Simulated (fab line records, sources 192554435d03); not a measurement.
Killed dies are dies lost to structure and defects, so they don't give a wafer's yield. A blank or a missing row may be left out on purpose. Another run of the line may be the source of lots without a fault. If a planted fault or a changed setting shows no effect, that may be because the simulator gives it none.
fab line records + flow n5-finfet
[record]
- lots = 10
- wafers = 30
- last-day = 18
route steps=1938 shown MIM_BOT_LITHO@1863 MIM_BOT_ETCH@1867 PASS1_CAP@1874 TV_LITHO@1885 TV_OPEN@1890 PASSIVATION@1936
lots that met no fault: from a run of the same line without faults
start-h: hours from the record's opening day to when the first of the lot's shown wafers began + wait-h: time in hours since the lot's previous step + " repeats the value in the row above + L1.1+2: a row that stands for several wafers + - no value, or no start given + * or withheld: withheld + < > ~ a bound
route shown NAME@n: NAME is a module with steps in the file, n the number in the route of the first one + usual: mean and standard deviation over wafers with no fault + same: alike in all rows + chamber/n: place in a boat + sites: per-site readings + _std_site: their standard deviation + _edge_site: the outer-site mean with the inner-site mean subtracted + radius-mm: for every site, how far away it sits from the centre of the wafer + mask NAME#n: copy n + behind: the last tool/chamber to shape the wafer + hold: reason for holding the lot/hours on hold/outcome of the hold + device: the transistor (n, p or np) that didn't switch + end of line: the route-end tests of the same wafers + a step given without rows: its recipe and nothing more + killed: at the first sort, the dies lost to defects and structure; wafer yield is something else + map: per-die view of a wafer (x killed, . not killed, _ where there is no die)
set.NAME: the setting the step ran with; set.NAME@STEP: the setting that earlier step ran with + model.NAME: the simulator's own value behind a step, which no gauge read
steps of the route over a sample of lots; a table a step, a row a wafer
services: the hour from which a tool's chamber was out of use, counted from the record's first day as start-h (under 0 if before that day), plus the number of hours and why
[[steps]]
[step N5_MIM_BOT_LITHO_OVL_MEAS_11]
[recipe]
- points-per-wafer = 44
[usual]
- MIM_BOT_OVL = -2/6.1
| lot.wafer | tool       | chamber | start-h | wait-h | MIM_BOT_OVL[nm] |
|-----------|------------|---------|---------|--------|-----------------|
| L364.2    | overlay-01 | 0       | 283.56  | 0.0    | -10             |
| L364.3    | "          | 0       | "       | "      | -17             |
| L364.6    | "          | 0       | "       | "      | -15             |
| L366.2    | overlay-01 | 0       | 288.72  | 0.0    | -14             |
| L366.4    | "          | 0       | "       | "      | -11             |
| L366.6    | "          | 0       | "       | "      | -20             |
| L367.2    | overlay-02 | 0       | 297.66  | 0.0    | -9              |
| L367.4    | "          | 0       | "       | "      | -1              |
| L367.6    | "          | 0       | "       | "      | -8              |
| L372.2    | overlay-02 | 0       | 325.17  | 0.0    | -4              |
| L372.3    | "          | 0       | "       | "      | 2               |
| L372.6    | "          | 0       | "       | "      | 3               |
| L377.3    | overlay-01 | 0       | 353.95  | 0.0    | -2              |
| L377.5    | "          | 0       | "       | "      | 5               |
| L377.6    | "          | 0       | "       | "      | 1               |
| L378.2    | overlay-01 | 0       | 354.51  | 0.0    | 4               |
| L378.3    | "          | 0       | "       | "      | -3              |
| L378.6    | "          | 0       | "       | "      | 0               |
| L379.1    | overlay-02 | 0       | 358.97  | 0.0    | -4              |
| L379.4    | "          | 0       | "       | "      | 5               |
| L379.6    | "          | 0       | "       | "      | 2               |
| L380.1    | overlay-01 | 0       | 362.03  | 0.0    | 4               |
| L380.3    | "          | 0       | "       | "      | 13              |
| L380.4    | "          | 0       | "       | "      | 8               |
| L387.4    | overlay-02 | 0       | 411.50  | 0.0    | -7              |
| L387.5    | "          | 0       | "       | "      | -11             |
| L387.6    | "          | 0       | "       | "      | -4              |
| L386.2    | overlay-01 | 0       | 417.48  | 0.0    | -5              |
| L386.3    | "          | 0       | "       | "      | 4               |
| L386.5    | "          | 0       | "       | "      | 4               |
[step N5_MIM_BOT_ETCH_ETCH_03]
[recipe]
- chemistry = Cl2/BCl3
- target-depth-a = 120
- pressure-mtorr = 8
- icp-w = 800
- bias-w = 100
- Cl2_flow_sccm = 20
- bcl3-flow-sccm = 80
[usual]
- drypump-motor-current-A = 5.5/0.44
- oes-product-au = 0.79/0.1
- throttle-valve-pct = 27.53/0.21
| lot.wafer | tool         | chamber | start-h | wait-h | drypump-motor-current-A | oes-product-au | rf-hours-counter-h | throttle-valve-pct |
|-----------|--------------|---------|---------|--------|-------------------------|----------------|--------------------|--------------------|
| L364.2    | rie-metal-02 | 0       | 283.78  | 0.1    | 5.3                     | 0.62           | 113                | 27.92              |
| L364.3    | "            | 0       | "       | "      | 5.4                     | 0.62           | -                  | 27.91              |
| L364.6    | "            | 0       | "       | "      | 5.4                     | 0.62           | -                  | 27.93              |
| L366.2    | rie-metal-01 | 1       | 288.93  | 0.1    | 6.3                     | 0.65           | 101                | 27.17              |
| L366.4    | "            | 1       | "       | "      | 6.3                     | 0.65           | -                  | 27.18              |
| L366.6    | "            | 1       | "       | "      | 6.4                     | 0.65           | -                  | 27.18              |
| L367.2    | rie-metal-02 | 1       | 297.98  | 0.1    | 5.6                     | 0.84           | 16                 | 27.53              |
| L367.4    | "            | 0       | "       | "      | 5.3                     | 0.62           | -                  | 27.94              |
| L367.6    | "            | 0       | "       | "      | 5.3                     | 0.62           | -                  | 27.93              |
| L372.2    | rie-metal-02 | 1       | 325.47  | 0.1    | 5.6                     | 0.82           | 20                 | 27.52              |
| L372.3    | "            | 1       | "       | "      | 5.6                     | 0.83           | -                  | 27.52              |
| L372.6    | "            | 0       | "       | "      | 5.3                     | 0.98           | -                  | 27.78              |
| L377.3    | rie-metal-02 | 1       | 354.19  | 0.1    | 5.6                     | 0.81           | -                  | 27.53              |
| L377.5    | "            | 1       | "       | "      | 5.6                     | 0.81           | -                  | 27.54              |
| L377.6    | "            | 0       | "       | "      | 5.4                     | 0.93           | -                  | 27.75              |
| L378.2    | rie-metal-01 | 0       | 354.82  | 0.1    | 5.7                     | 0.75           | -                  | 27.54              |
| L378.3    | "            | 0       | "       | "      | 5.7                     | 0.74           | -                  | 27.57              |
| L378.6    | "            | 0       | "       | "      | 5.7                     | 0.75           | -                  | 27.56              |
| L379.1    | rie-metal-03 | 0       | 359.18  | 0.1    | 4.9                     | 0.82           | 31                 | 27.28              |
| L379.4    | "            | 1       | "       | "      | 4.9                     | 0.65           | -                  | 27.77              |
| L379.6    | "            | 1       | "       | "      | 4.9                     | 0.65           | -                  | 27.77              |
| L380.1    | rie-metal-01 | 0       | 362.27  | 0.1    | 5.7                     | 0.75           | 57                 | 27.54              |
| L380.3    | "            | 0       | "       | "      | 5.7                     | 0.74           | -                  | 27.53              |
| L380.4    | "            | 0       | "       | "      | 5.7                     | 0.75           | -                  | 27.55              |
| L387.4    | rie-metal-01 | 0       | 411.87  | 0.1    | 5.7                     | 0.73           | -                  | 27.55              |
| L387.5    | "            | 0       | "       | "      | 5.7                     | 0.73           | -                  | 27.56              |
| L387.6    | "            | 1       | "       | "      | 6.3                     | 0.96           | -                  | 27.18              |
| L386.2    | rie-metal-02 | 0       | 417.70  | 0.1    | 5.3                     | 0.90           | 10                 | 27.80              |
| L386.3    | "            | 0       | "       | "      | 5.3                     | 0.89           | -                  | 27.79              |
| L386.5    | "            | 1       | "       | "      | 5.6                     | 0.79           | -                  | 27.55              |
[step N5_PASSIVATION_PECVD_01]
[recipe]
- material = SiNx
- target-thk-a = 2000
- temp-c = 400
- precursor = SiH4/NH3/N2
- pressure-torr = 4.9
- rf-w = 1406
- time-s = 43.2
[usual]
- heater-power-w = 352/74
- showerhead-plenum-p-Torr = 8.65/0.075
- throttle-valve-pct = 28.8/1.9
| lot.wafer | tool     | chamber | start-h | wait-h | heater-power-w | showerhead-plenum-p-Torr | throttle-valve-pct |
|-----------|----------|---------|---------|--------|----------------|--------------------------|--------------------|
| L364.2    | pecvd-04 | 0       | 284.54  | 0.0    | 475            | 8.63                     | 27.8               |
| L364.3    | "        | 2       | "       | "      | 332            | 8.54                     | 26.0               |
| L364.6    | "        | 2       | "       | "      | 334            | 8.53                     | 26.1               |
| L366.2    | pecvd-04 | 2       | 289.70  | 0.0    | 326            | 8.53                     | 26.2               |
| L366.4    | "        | 1       | "       | "      | 271            | 8.77                     | 28.0               |
| L366.6    | "        | 0       | "       | "      | 479            | 8.63                     | 28.2               |
| L367.2    | pecvd-04 | 0       | 298.80  | 0.0    | 360            | 8.61                     | 28.2               |
| L367.4    | "        | 0       | "       | "      | 393            | 8.60                     | 27.9               |
| L367.6    | "        | 1       | "       | "      | 223            | 8.75                     | 28.4               |
| L372.2    | pecvd-01 | 2       | 326.25  | 0.0    | 339            | 8.64                     | 29.0               |
| L372.3    | "        | 1       | "       | "      | 398            | 8.57                     | 27.6               |
| L372.6    | "        | 2       | "       | "      | 349            | 8.66                     | 29.1               |
| L377.3    | pecvd-02 | 0       | 354.96  | 0.0    | 439            | 8.77                     | 30.9               |
| L377.5    | "        | 2       | "       | "      | 342            | 8.67                     | 27.9               |
| L377.6    | "        | 1       | "       | "      | 315            | 8.66                     | 31.1               |
| L378.2    | pecvd-02 | 0       | 355.77  | 0.0    | 459            | 8.73                     | 30.6               |
| L378.3    | "        | 2       | "       | "      | 342            | 8.71                     | 27.7               |
| L378.6    | "        | 0       | "       | "      | 296            | 8.73                     | 30.8               |
| L379.1    | pecvd-04 | 0       | 360.02  | 0.0    | 376            | 8.62                     | 28.2               |
| L379.4    | "        | 1       | "       | "      | 280            | 8.76                     | 28.1               |
| L379.6    | "        | 2       | "       | "      | 414            | 8.56                     | 26.5               |
| L380.1    | pecvd-02 | 2       | 363.25  | 0.0    | 310            | 8.70                     | 27.8               |
| L380.3    | "        | 1       | "       | "      | 370            | 8.65                     | 30.9               |
| L380.4    | "        | 2       | "       | "      | 325            | 8.73                     | 28.0               |
| L387.4    | pecvd-01 | 1       | 412.63  | 0.0    | 371            | 8.60                     | 27.6               |
| L387.5    | "        | 0       | "       | "      | 369            | 8.55                     | 33.1               |
| L387.6    | "        | 2       | "       | "      | 409            | 8.69                     | 29.2               |
| L386.2    | pecvd-02 | 1       | 418.63  | 0.0    | 337            | 8.65                     | 26.8               |
| L386.3    | "        | 2       | "       | "      | 341            | 8.69                     | 28.2               |
| L386.5    | "        | 0       | "       | "      | 432            | 8.72                     | 30.7               |
[step N5_PASSIVATION_INSPECT_61]
[recipe]
- mode = adi
- inspect-instrument = macro
[usual]
- raw-defect-count = 2.1/1.4
| lot.wafer | tool              | chamber | start-h | wait-h | raw-defect-count |
|-----------|-------------------|---------|---------|--------|------------------|
| L364.2    | defect-inspect-01 | -       | 285.05  | 0.0    | 1                |
| L364.3    | "                 | -       | "       | "      | 0                |
| L364.6    | "                 | -       | "       | "      | 3                |
| L366.2    | defect-inspect-01 | -       | 290.43  | 0.0    | 1                |
| L366.4    | "                 | -       | "       | "      | 5                |
| L366.6    | "                 | -       | "       | "      | 3                |
| L367.2    | defect-inspect-02 | -       | 301.20  | 0.0    | 1                |
| L367.4    | "                 | -       | "       | "      | 2                |
| L367.6    | "                 | -       | "       | "      | 3                |
| L372.2    | defect-inspect-01 | -       | 330.68  | 0.0    | >300             |
| L372.3    | "                 | -       | "       | "      | >300             |
| L372.6    | "                 | -       | "       | "      | >300             |
| L378.2    | defect-inspect-01 | -       | 357.25  | 0.0    | 0                |
| L378.3    | "                 | -       | "       | "      | 3                |
| L378.6    | "                 | -       | "       | "      | 2                |
| L377.3    | defect-inspect-01 | -       | 357.41  | 0.0    | 300              |
| L377.5    | "                 | -       | "       | "      | >300             |
| L377.6    | "                 | -       | "       | "      | >300             |
| L379.1    | defect-inspect-01 | -       | 362.40  | 0.0    | 2                |
| L379.4    | "                 | -       | "       | "      | 2                |
| L379.6    | "                 | -       | "       | "      | 2                |
| L380.1    | defect-inspect-02 | -       | 363.71  | 0.0    | 2                |
| L380.3    | "                 | -       | "       | "      | 6                |
| L380.4    | "                 | -       | "       | "      | 1                |
| L387.4    | defect-inspect-01 | -       | 413.92  | 0.0    | 1                |
| L387.5    | "                 | -       | "       | "      | 1                |
| L387.6    | "                 | -       | "       | "      | 2                |
| L386.2    | defect-inspect-01 | -       | 420.08  | 0.0    | 1                |
| L386.3    | "                 | -       | "       | "      | 3                |
| L386.5    | "                 | -       | "       | "      | 1                |
[step N5_PASSIVATION_ETCH_15]
[recipe]
- chemistry = CF4/N2
- target = SiCN
- target-depth-a = 750
- taper-deg = 2
- time-s = 81.2
- ion-energy-ev = 150
- mask-material = SiNx
- pressure-mtorr = 40
- source-w = 430
- bias-w = 70
- Ar_flow_sccm = 100
- cf4-flow-sccm = 60
- n2-flow-sccm = 60
[usual]
- drypump-motor-current-A = 5.8/0.35
- oes-product-au = 0.79/0.085
- rf-vpp-V = 382.1/2
- showerhead-plenum-p-Torr = 2.20/0.074
- throttle-valve-pct = 15.43/0.26
| lot.wafer | tool        | chamber | start-h | wait-h | drypump-motor-current-A | oes-product-au | rf-hours-counter-h | rf-vpp-V | showerhead-plenum-p-Torr | throttle-valve-pct |
|-----------|-------------|---------|---------|--------|-------------------------|----------------|--------------------|----------|--------------------------|--------------------|
| L364.2    | rie-diel-06 | 1       | -       | -      | 5.9                     | 0.74           | 175                | 381.5    | 2.12                     | 15.68              |
| L364.3    | "           | 3       | "       | "      | 6.4                     | 0.68           | 232                | 379.0    | 2.09                     | 15.29              |
| L364.6    | "           | 1       | "       | "      | 5.9                     | 0.73           | -                  | 381.2    | 2.12                     | 15.67              |
| L366.2    | rie-diel-04 | 1       | -       | -      | 5.6                     | 0.71           | 200                | 384.7    | 2.28                     | 15.63              |
| L366.4    | "           | 3       | "       | "      | 5.7                     | 0.81           | 94                 | 383.8    | 2.31                     | 15.32              |
| L366.6    | "           | 2       | "       | "      | 6.0                     | 0.90           | -                  | 382.3    | 2.24                     | 15.30              |
| L367.2    | rie-diel-03 | 0       | -       | -      | 5.5                     | 0.91           | 20                 | 383.5    | 2.25                     | 15.01              |
| L367.4    | "           | 3       | "       | "      | 6.6                     | 0.76           | 125                | 381.3    | 2.12                     | 15.52              |
| L367.6    | "           | 0       | "       | "      | 5.6                     | 0.91           | -                  | 382.3    | 2.25                     | 15.00              |
| L372.2    | rie-diel-04 | 1       | -       | -      | 5.6                     | 0.70           | 211                | 385.1    | 2.28                     | 15.69              |
| L372.3    | "           | 2       | "       | "      | 6.0                     | 0.88           | 48                 | 382.8    | 2.24                     | 15.34              |
| L372.6    | "           | 2       | "       | "      | 6.1                     | 0.88           | -                  | 382.6    | 2.24                     | 15.34              |
| L378.2    | rie-diel-04 | 2       | -       | -      | 6.1                     | 0.87           | 55                 | 383.0    | 2.24                     | 15.35              |
| L378.3    | "           | 0       | "       | "      | 5.7                     | 0.82           | 86                 | 380.2    | 2.15                     | 15.14              |
| L378.6    | "           | 2       | "       | "      | 6.1                     | 0.87           | -                  | 381.7    | 2.24                     | 15.36              |
| L377.3    | rie-diel-06 | 2       | -       | -      | 5.5                     | 0.70           | 213                | 380.2    | 2.11                     | 15.78              |
| L377.5    | "           | 0       | "       | "      | 5.5                     | 0.93           | -                  | 384.3    | 2.26                     | 15.57              |
| L377.6    | "           | 1       | "       | "      | 5.9                     | 0.71           | -                  | 378.5    | 2.10                     | 15.74              |
| L379.1    | rie-diel-04 | 1       | -       | -      | 5.7                     | 0.69           | 221                | 383.8    | 2.27                     | 15.69              |
| L379.4    | "           | 2       | "       | "      | 6.1                     | 0.87           | 57                 | 382.0    | 2.24                     | 15.37              |
| L379.6    | "           | 2       | "       | "      | 6.1                     | 0.87           | -                  | 382.2    | 2.24                     | 15.35              |
| L380.1    | rie-diel-03 | 3       | -       | -      | 6.6                     | 0.76           | 146                | 379.4    | 2.11                     | 15.55              |
| L380.3    | "           | 2       | "       | "      | 5.2                     | 0.84           | 72                 | 382.5    | 2.23                     | 15.39              |
| L380.4    | "           | 0       | "       | "      | 5.6                     | 0.87           | -                  | 382.7    | 2.25                     | 15.04              |
| L387.4    | rie-diel-04 | 1       | -       | -      | 5.7                     | 0.68           | 233                | 384.5    | 2.27                     | 15.70              |
| L387.5    | "           | 3       | "       | "      | 5.7                     | 0.78           | -                  | 384.8    | 2.30                     | 15.40              |
| L387.6    | "           | 0       | "       | "      | 5.8                     | 0.79           | -                  | 381.0    | 2.15                     | 15.17              |
| L386.2    | rie-diel-04 | 2       | -       | -      | 6.1                     | 0.84           | 74                 | 385.6    | 2.23                     | 15.39              |
| L386.3    | "           | 0       | "       | "      | 5.8                     | 0.80           | 103                | 381.1    | 2.14                     | 15.17              |
| L386.5    | "           | 1       | "       | "      | 5.6                     | 0.68           | -                  | 383.7    | 2.27                     | 15.73              |
[step N5_PASSIVATION_PROBE_49]
[usual]
- defect-limited-yield = 91.6/1.4
- killed_at_M0_to_M3 = 33/9.7
- killed_at_M4_up = 13/5.4
- killed-at-contacts = 13/6.6
- killed-at-front-end = 36/11
- killed-at-other = 3.9/3
- killed-dies = 99/16
- killed-on-rim = 13/3.8
- killed-open = 66/12
- killed-short = 32/7.9
- sort_bin_5_function = 4.9/0.9
- sort_bin_6_memory = 3.2/0.67
- sort-n-pass = 1081/16
- sort-yield-pct = 91.6/1.4
[same]
- gross-dies = 1180
- killed-at-back-side = 0
- sort_bin_4_leakage[%] = 0
- sort_bin_8_speed[%] = 0
| lot.wafer | tool      | chamber | start-h | wait-h | defect-limited-yield[%] | killed_at_M0_to_M3 | killed_at_M4_up | killed-at-contacts | killed-at-front-end | killed-at-other | killed-dies | killed-on-rim | killed-open | killed-short | sort_bin_5_function[%] | sort_bin_6_memory[%] | sort-n-pass | sort-yield-pct[%] |
|-----------|-----------|---------|---------|--------|-------------------------|--------------------|-----------------|--------------------|---------------------|-----------------|-------------|---------------|-------------|--------------|------------------------|----------------------|-------------|-------------------|
| L372.2    | prober-02 | -       | 338.61  | 0.1    | 84.8                    | 50                 | 18              | 8                  | 48                  | 55              | 179         | 24            | 92          | 36           | 9.4                    | 4.4                  | 1001        | 84.8              |
| L372.3    | prober-02 | -       | 338.66  | 0.1    | 88.9                    | 32                 | 8               | 6                  | 31                  | 54              | 131         | 25            | 51          | 28           | 7.4                    | 2.3                  | 1049        | 88.9              |
| L372.6    | prober-02 | -       | 338.81  | 0.3    | 86.7                    | 30                 | 13              | 8                  | 25                  | 81              | 157         | 21            | 55          | 23           | 9.2                    | 3.0                  | 1023        | 86.7              |
| L377.3    | prober-02 | -       | 364.96  | 0.1    | 88.4                    | 24                 | 8               | 9                  | 40                  | 56              | 137         | 26            | 59          | 27           | 7.7                    | 2.7                  | 1043        | 88.4              |
| L377.5    | prober-02 | -       | 365.06  | 0.2    | 86.9                    | 21                 | 17              | 5                  | 56                  | 55              | 154         | 25            | 73          | 28           | 8.3                    | 3.6                  | 1026        | 86.9              |
| L377.6    | prober-02 | -       | 365.11  | 0.3    | 83.8                    | 39                 | 15              | 10                 | 42                  | 85              | 191         | 30            | 75          | 36           | 9.3                    | 5.3                  | 989         | 83.8              |
| L379.1    | prober-01 | -       | 369.28  | 0.0    | 89.5                    | 46                 | 14              | 16                 | 46                  | 2               | 124         | 20            | 77          | 47           | 5.7                    | 4.5                  | 1056        | 89.5              |
| L379.4    | prober-01 | -       | 369.43  | 0.2    | 88.6                    | 49                 | 29              | 14                 | 43                  | 0               | 135         | 20            | 86          | 49           | 6.3                    | 4.7                  | 1045        | 88.6              |
| L379.6    | prober-01 | -       | 369.53  | 0.3    | 87.5                    | 53                 | 17              | 24                 | 53                  | 1               | 148         | 23            | 88          | 59           | 7.7                    | 4.2                  | 1032        | 87.5              |
// killed by level:class
L372.2 MIM_BOT_ETCH:unspecified=51 STI_FIN_REVEAL:geometric-particle:open=12 BEOL_M0_SAQP:geometric-particle:open=11 BEOL_M3:geometric-particle:open=9 BEOL_M2:geometric-particle:open=9 DUMMY_GATE:geometric-particle:open=8 MOL_CONTACT_COAG:geometric-particle:open=8 FIN_SAQP:geometric-particle:open=7
L372.3 MIM_BOT_ETCH:unspecified=51 STI_FIN_REVEAL:geometric-particle:open=10 BEOL_M3:geometric-particle:open=9 BEOL_M0_SAQP:geometric-particle:open=8 MOL_CONTACT_COAG:geometric-particle:open=6 STARTING-WAFER:geometric-particle:short=5 BEOL_M0_SAQP:geometric-particle:short=4 BEOL_M1:geometric-particle:open=4
L372.6 MIM_BOT_ETCH:unspecified=78 STI_FIN_REVEAL:geometric-particle:open=11 MOL_CONTACT_COAG:geometric-particle:open=6 BEOL_M0_SAQP:geometric-particle:short=5 BEOL_M1:geometric-particle:open=5 BEOL_M2:geometric-particle:open=5 BEOL_M3:geometric-particle:open=5 BEOL_M8:geometric-particle:open=5
L377.3 MIM_BOT_ETCH:unspecified=51 FIN_SAQP:geometric-particle:open=14 MOL_CONTACT_COAG:geometric-particle:open=7 BEOL_M2:geometric-particle:open=7 BEOL_M0_SAQP:geometric-particle:open=6 FIN_SAQP:geometric-particle:short=5 STI_FIN_REVEAL:geometric-particle:open=4 BEOL_M4:geometric-particle:open=4
L377.5 MIM_BOT_ETCH:unspecified=51 FIN_SAQP:geometric-particle:open=35 FIN_SAQP:geometric-particle:short=7 BEOL_M5:geometric-particle:open=7 BEOL_M0_SAQP:geometric-particle:short=6 BEOL_M4:geometric-particle:open=6 BEOL_M2:geometric-particle:open=5 STI_FIN_REVEAL:geometric-particle:open=5
L377.6 MIM_BOT_ETCH:unspecified=80 BEOL_M0_SAQP:geometric-particle:short=12 STI_FIN_REVEAL:geometric-particle:open=11 FIN_SAQP:geometric-particle:open=10 BEOL_M0_SAQP:geometric-particle:open=9 MOL_CONTACT_COAG:geometric-particle:open=7 BEOL_M1:geometric-particle:short=6 BEOL_M4:geometric-particle:open=6
L379.1 FIN_SAQP:geometric-particle:short=19 MOL_CONTACT_COAG:geometric-particle:open=14 BEOL_M2:geometric-particle:open=12 BEOL_M0_SAQP:geometric-particle:open=11 BEOL_M0_SAQP:geometric-particle:short=8 FIN_SAQP:geometric-particle:open=7 BEOL_M3:geometric-particle:open=7 BEOL_M4:geometric-particle:open=6
L379.4 FIN_SAQP:geometric-particle:short=17 BEOL_M2:geometric-particle:open=14 BEOL_M4:geometric-particle:open=14 MOL_CONTACT_COAG:geometric-particle:open=12 BEOL_M0_SAQP:geometric-particle:short=11 BEOL_M3:geometric-particle:open=9 BEOL_M5:geometric-particle:open=7 STI_FIN_REVEAL:geometric-particle:open=5
L379.6 FIN_SAQP:geometric-particle:short=20 MOL_CONTACT_COAG:geometric-particle:open=19 BEOL_M0_SAQP:geometric-particle:short=14 BEOL_M2:geometric-particle:open=13 BEOL_M0_SAQP:geometric-particle:open=12 STI_FIN_REVEAL:geometric-particle:open=11 FIN_SAQP:geometric-particle:open=9 BEOL_M4:geometric-particle:open=9
[[services]]
| tool         | chamber | start-h | hours | kind                          |
|--------------|---------|---------|-------|-------------------------------|
| pecvd-04     | 1       | 262.26  | 5.5   | scheduled-down                |
| pecvd-01     | 0       | 272.62  | 5.5   | scheduled-down                |
| rie-diel-03  | 3       | 274.63  | 5.6   | repair                        |
| pecvd-01     | -       | 283.86  | 6.0   | pm                            |
| rie-metal-01 | -       | 284.58  | 1.4   | pm                            |
| pecvd-02     | 0       | 291.76  | 2.1   | scheduled-down                |
| rie-metal-02 | 0       | 304.19  | -     | clean                         |
| rie-metal-02 | 0       | 304.19  | 18.9  | scheduled-down                |
| rie-metal-02 | 0       | 304.19  | 18.9  | vent-cycle                    |
| rie-diel-06  | 0       | 315.95  | -     | clean                         |
| rie-diel-06  | 0       | 315.95  | -     | consumable-replace:focus-ring |
| rie-diel-06  | 0       | 315.95  | 21.4  | scheduled-down                |
| rie-metal-01 | 0       | 333.01  | 5.5   | repair                        |
| rie-metal-01 | 1       | 333.16  | 23.2  | repair                        |
| rie-metal-01 | 1       | 356.39  | -     | clean                         |
| rie-metal-01 | 1       | 356.39  | 15.7  | scheduled-down                |
| rie-metal-01 | 1       | 356.39  | 15.7  | vent-cycle                    |
| rie-diel-04  | 1       | 377.88  | 9.9   | repair                        |
| pecvd-02     | 1       | 383.62  | -     | clean                         |
| pecvd-02     | 1       | 383.62  | -     | consumable-replace:showerhead |
| pecvd-02     | 1       | 383.62  | 29.0  | scheduled-down                |
| pecvd-02     | 1       | 383.62  | 29.0  | vent-cycle                    |
| rie-diel-04  | -       | 387.36  | 2.8   | pm                            |
| rie-diel-03  | 2       | 409.54  | 14.3  | repair                        |
[[key]]
[first-sign]
- step = N5_PASSIVATION_INSPECT_61
- reading = raw-defect-count
- direction = up
- sigmas = 99+
- usual = 2.1
- struck = >300
[effect]
- step = N5_PASSIVATION_PROBE_49
- reading = killed-at-other
- direction = up
- sigmas = 20
- usual = 3.9
- struck = 64.3
[more-kills-born-at]
- N5_MIM_BOT_ETCH_ETCH_03@rie-metal-02 = 362
met-at N5_MIM_BOT_ETCH_ETCH_03
struck-lots L372,L377
not-acting-at N5_MIM_BOT_LITHO_OVL_MEAS_11,N5_PASSIVATION_PECVD_01,N5_PASSIVATION_ETCH_15
onset-between 297.98 325.47
[fault]
- kind = chamber-particle-source
- tool = rie-metal-02
- chamber = -
- onset-h = 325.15
- steps = N5_MIM_BOT_ETCH_ETCH_03
- rate-per-visit-cm2 = 0.50536
- end-h = 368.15
